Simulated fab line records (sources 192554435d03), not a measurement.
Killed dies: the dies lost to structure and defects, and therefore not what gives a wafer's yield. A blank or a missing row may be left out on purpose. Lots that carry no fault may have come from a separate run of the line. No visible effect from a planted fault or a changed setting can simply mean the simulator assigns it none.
Matching of chambers	flow n5 finfet	N5_MOL_CONTACT_COAG_ETCHBACK_135 on rie diel-04: 4 sister chambers
The step etches SiO2 in CHF3, target depth 25 nm, time 16.7 s. 4 wafers are shown with their chamber, then 9 later ones without.

## WAFERS WITH THEIR CHAMBER
wafer	chamber	showerhead plenum p Torr (Torr)
L082.6	2	2.39
L084.6	3	2.52
L088.2	0	2.33
L088.6	1	2.47

## WAFERS WITH NO CHAMBER GIVEN
wafer	showerhead plenum p Torr (Torr)
L092.2	2.51
L092.4	2.47
L092.6	2.47
L094.4	2.33
L094.5	2.33
L094.6	2.46
L096.1	2.46
L096.2	2.51
L096.5	2.38

## EACH ONE'S CHAMBER
wafer	from the rows above	in truth
L092.2	3	3
L092.4	1	1
L092.6	1	1
L094.4	0	0
L094.5	0	0
L094.6	1	1
L096.1	1	1
L096.2	3	3
L096.5	2	2
Correctly placed: 9 of 9. Left unplaced by these rows: 0. 0 placed wrongly.
How it was worked out, from the rows above alone: a wafer's distance from a chamber is the root of the sum, over the readings, of the square of ((its reading less the chamber's mean) divided by the reading's scatter). If the next closest chamber is less than 2 further off than the closest, the wafer can't be placed; otherwise it belongs to the closest. The mean given for a chamber averages the wafers shown for that chamber. The scatter (one wafer shown for each chamber): square how far every hidden wafer sits from the nearest shown wafer, average those squares and take the square root.
